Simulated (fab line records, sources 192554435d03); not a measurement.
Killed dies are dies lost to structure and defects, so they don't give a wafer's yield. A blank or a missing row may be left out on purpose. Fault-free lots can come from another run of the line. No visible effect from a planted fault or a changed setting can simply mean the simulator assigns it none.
Split-lot experiment / flow n5 finfet / route with 1938 steps; 7 lots, 39 wafers read

== SPLIT DETAILS ==
At N5_BEOL_M12_ILD_DEP_00 (deposits SiOC from DEMS/O2, target thk 658.92 nm, time 130.7 s), the setting target thk a was moved away from the recipe's 6589.2 angstrom on 15 of the 39 wafers read, by -40.1% to +57.1%. This setting was run at the recipe's value on the other wafers.

The file shows no step between the split and the reading.

== THE READING ==
M12_ILD_THK at N5_BEOL_M12_THK_MEAS_01, in nm. Typical for fault-free wafers on this fab line: 658 nm, with standard deviation 8 nm.

wafer=L083.1; tool, chamber at the split=pecvd-01, 2; target thk a as run, angstrom=3946; against the recipe=-40.1%; M12_ILD_THK, nm=386; against lot-mates on the recipe=-273
wafer=L083.2; tool, chamber at the split=pecvd-01, 1; target thk a as run, angstrom=3946; against the recipe=-40.1%; M12_ILD_THK, nm=384; against lot-mates on the recipe=-275
wafer=L083.3; tool, chamber at the split=pecvd-01, 1; target thk a as run, angstrom=3946; against the recipe=-40.1%; M12_ILD_THK, nm=389; against lot-mates on the recipe=-270
wafer=L083.4; tool, chamber at the split=pecvd-01, 2; target thk a as run, angstrom=6589.2; against the recipe=recipe; M12_ILD_THK, nm=661; against lot-mates on the recipe=-
wafer=L083.5; tool, chamber at the split=pecvd-01, 1; target thk a as run, angstrom=6589.2; against the recipe=recipe; M12_ILD_THK, nm=659; against lot-mates on the recipe=-
wafer=L083.6; tool, chamber at the split=pecvd-01, 2; target thk a as run, angstrom=6589.2; against the recipe=recipe; M12_ILD_THK, nm=658; against lot-mates on the recipe=-
wafer=L086.1; tool, chamber at the split=pecvd-04, 0; target thk a as run, angstrom=6589.2; against the recipe=recipe; M12_ILD_THK, nm=655; against lot-mates on the recipe=-
wafer=L086.2; tool, chamber at the split=pecvd-04, 1; target thk a as run, angstrom=8101; against the recipe=+22.9%; M12_ILD_THK, nm=802; against lot-mates on the recipe=+141
wafer=L086.3; tool, chamber at the split=pecvd-04, 2; target thk a as run, angstrom=8101; against the recipe=+22.9%; M12_ILD_THK, nm=798; against lot-mates on the recipe=+137
wafer=L086.4; tool, chamber at the split=pecvd-04, 2; target thk a as run, angstrom=6589.2; against the recipe=recipe; M12_ILD_THK, nm=659; against lot-mates on the recipe=-
wafer=L086.5; tool, chamber at the split=pecvd-04, 0; target thk a as run, angstrom=6589.2; against the recipe=recipe; M12_ILD_THK, nm=669; against lot-mates on the recipe=-
wafer=L086.6; tool, chamber at the split=pecvd-04, 1; target thk a as run, angstrom=8101; against the recipe=+22.9%; M12_ILD_THK, nm=813; against lot-mates on the recipe=+152
wafer=L089.1; tool, chamber at the split=pecvd-04, 2; target thk a as run, angstrom=6589.2; against the recipe=recipe; M12_ILD_THK, nm=665; against lot-mates on the recipe=-
wafer=L089.2; tool, chamber at the split=pecvd-04, 1; target thk a as run, angstrom=7677; against the recipe=+16.5%; M12_ILD_THK, nm=770; against lot-mates on the recipe=+101
wafer=L089.3; tool, chamber at the split=pecvd-04, 0; target thk a as run, angstrom=7677; against the recipe=+16.5%; M12_ILD_THK, nm=773; against lot-mates on the recipe=+104
wafer=L089.4; tool, chamber at the split=pecvd-04, 2; target thk a as run, angstrom=7677; against the recipe=+16.5%; M12_ILD_THK, nm=780; against lot-mates on the recipe=+111
wafer=L089.5; tool, chamber at the split=pecvd-04, 0; target thk a as run, angstrom=6589.2; against the recipe=recipe; M12_ILD_THK, nm=669; against lot-mates on the recipe=-
wafer=L089.6; tool, chamber at the split=pecvd-04, 1; target thk a as run, angstrom=6589.2; against the recipe=recipe; M12_ILD_THK, nm=672; against lot-mates on the recipe=-
wafer=L088.1; tool, chamber at the split=pecvd-04, 2; target thk a as run, angstrom=6589.2; against the recipe=recipe; M12_ILD_THK, nm=647; against lot-mates on the recipe=-
wafer=L088.2; tool, chamber at the split=pecvd-04, 1; target thk a as run, angstrom=6589.2; against the recipe=recipe; M12_ILD_THK, nm=650; against lot-mates on the recipe=-
wafer=L088.3; tool, chamber at the split=pecvd-04, 0; target thk a as run, angstrom=6589.2; against the recipe=recipe; M12_ILD_THK, nm=659; against lot-mates on the recipe=-
wafer=L088.4; tool, chamber at the split=pecvd-04, 2; target thk a as run, angstrom=6589.2; against the recipe=recipe; M12_ILD_THK, nm=667; against lot-mates on the recipe=-
wafer=L088.5; tool, chamber at the split=pecvd-04, 1; target thk a as run, angstrom=6589.2; against the recipe=recipe; M12_ILD_THK, nm=664; against lot-mates on the recipe=-
wafer=L088.6; tool, chamber at the split=pecvd-04, 0; target thk a as run, angstrom=6589.2; against the recipe=recipe; M12_ILD_THK, nm=670; against lot-mates on the recipe=-
wafer=L095.1; tool, chamber at the split=pecvd-04, 1; target thk a as run, angstrom=9903; against the recipe=+50.3%; M12_ILD_THK, nm=980; against lot-mates on the recipe=+318
wafer=L095.2; tool, chamber at the split=pecvd-04, 0; target thk a as run, angstrom=6589.2; against the recipe=recipe; M12_ILD_THK, nm=654; against lot-mates on the recipe=-
wafer=L095.3; tool, chamber at the split=pecvd-04, 2; target thk a as run, angstrom=9903; against the recipe=+50.3%; M12_ILD_THK, nm=973; against lot-mates on the recipe=+311
wafer=L095.4; tool, chamber at the split=pecvd-04, 1; target thk a as run, angstrom=9903; against the recipe=+50.3%; M12_ILD_THK, nm=996; against lot-mates on the recipe=+334
wafer=L095.5; tool, chamber at the split=pecvd-04, 0; target thk a as run, angstrom=6589.2; against the recipe=recipe; M12_ILD_THK, nm=666; against lot-mates on the recipe=-
wafer=L095.6; tool, chamber at the split=pecvd-04, 2; target thk a as run, angstrom=6589.2; against the recipe=recipe; M12_ILD_THK, nm=665; against lot-mates on the recipe=-
wafer=L094.1; tool, chamber at the split=pecvd-01, 0; target thk a as run, angstrom=6589.2; against the recipe=recipe; M12_ILD_THK, nm=647; against lot-mates on the recipe=-
wafer=L094.2; tool, chamber at the split=pecvd-01, 2; target thk a as run, angstrom=10350; against the recipe=+57.1%; M12_ILD_THK, nm=1033; against lot-mates on the recipe=+379
wafer=L094.3; tool, chamber at the split=pecvd-01, 1; target thk a as run, angstrom=6589.2; against the recipe=recipe; M12_ILD_THK, nm=657; against lot-mates on the recipe=-
wafer=L094.4; tool, chamber at the split=pecvd-01, 2,1; target thk a as run, angstrom=10350; against the recipe=+57.1%; M12_ILD_THK, nm=1045; against lot-mates on the recipe=+391
wafer=L094.5; tool, chamber at the split=pecvd-01, 0; target thk a as run, angstrom=6589.2; against the recipe=recipe; M12_ILD_THK, nm=659; against lot-mates on the recipe=-
wafer=L094.6; tool, chamber at the split=pecvd-01, 2,1; target thk a as run, angstrom=10350; against the recipe=+57.1%; M12_ILD_THK, nm=1045; against lot-mates on the recipe=+391
wafer=L097.2; tool, chamber at the split=pecvd-01, 2; target thk a as run, angstrom=6589.2; against the recipe=recipe; M12_ILD_THK, nm=654; against lot-mates on the recipe=-
wafer=L097.3; tool, chamber at the split=pecvd-01, 0; target thk a as run, angstrom=6589.2; against the recipe=recipe; M12_ILD_THK, nm=656; against lot-mates on the recipe=-
wafer=L097.6; tool, chamber at the split=pecvd-01, 0; target thk a as run, angstrom=6589.2; against the recipe=recipe; M12_ILD_THK, nm=659; against lot-mates on the recipe=-
Where a row lists several chambers, the file gives one row for several wafers and doesn't say which wafer went through which chamber.

FIT RESULTS
A straight line over all 39 wafers: M12_ILD_THK changes by +6.63 nm for each +1% of target thk a; r = +1.00; the points scatter about the line by 8 nm.
The same after taking each lot's own level away (the mean of its wafers on the recipe; 39 wafers): +6.64 nm for each +1%; r = +1.00; scatter 7.8 nm.
According to that fit, moving target thk a by its largest amount changes the reading by 3.8e+02 nm.
From 654.3 to 668.7 nm: that is the span of the lots' own levels, equal to 1.8 times the standard deviation above.
The two slopes agree, so the slope changes little with the lot-to-lot level.
Check: for one of the wafers moved furthest among these (+57.1%), held out of the fit, the line's prediction against its lot-mates is +377 nm. It came out at +379 nm against them.

== FURTHER SPLITS ON THESE WAFERS ==
Other splits were also applied to these wafers ahead of the reading. Each is held against what the fit with the lots' levels taken away leaves over:
other split on the same wafers=N5_BEOL_M9_TRENCH_ETCH_37 target depth a; wafers away from the commonest value=15; r with M12_ILD_THK (lot level and that fit taken away)=+0.45

== THE WHOLE CHAIN: every reading that the file lists as answering this split, in the file's order ==
step=N5_BEOL_M12_ILD_DEP_00; what it does=deposits SiOC from DEMS/O2, target thk 658.92 nm, time 130.7 s; reading=SiOC_of_BEOL_M12_ILD_DEP_00.thk nm (the simulator's own value, which no gauge read); change (the file's fit)=+6.62 nm for each +1% of the setting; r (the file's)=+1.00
step=N5_BEOL_M12_THK_MEAS_01; what it does=; reading=M12_ILD_THK; change (the file's fit)=+6.62 for each +1% of the setting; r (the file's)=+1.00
step=N5_BEOL_M12_VIA_ETCH_16; what it does=etches SiOC in C4F8/O2/Ar, target depth 724.8 nm; reading=etch.depth nm (the simulator's own value, which no gauge read); change (the file's fit)=+6.62 nm for each +1% of the setting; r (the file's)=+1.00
step=N5_BEOL_M12_VIA_ETCH_16; what it does=etches SiOC in C4F8/O2/Ar, target depth 724.8 nm; reading=coat_of_BEOL_M12_COAT_04.thk nm (the simulator's own value, which no gauge read); change (the file's fit)=-1.94 nm for each +1% of the setting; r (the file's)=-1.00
step=N5_BEOL_M12_STRIP_63; what it does=strips in N2/H2; reading=strip time to endpoint s; change (the file's fit)=withheld for each +1% of the setting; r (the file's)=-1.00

== THE FILE'S OWN FIT ==
M12_ILD_THK changes by +6.62 nm for each +1% of target thk a, r = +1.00.
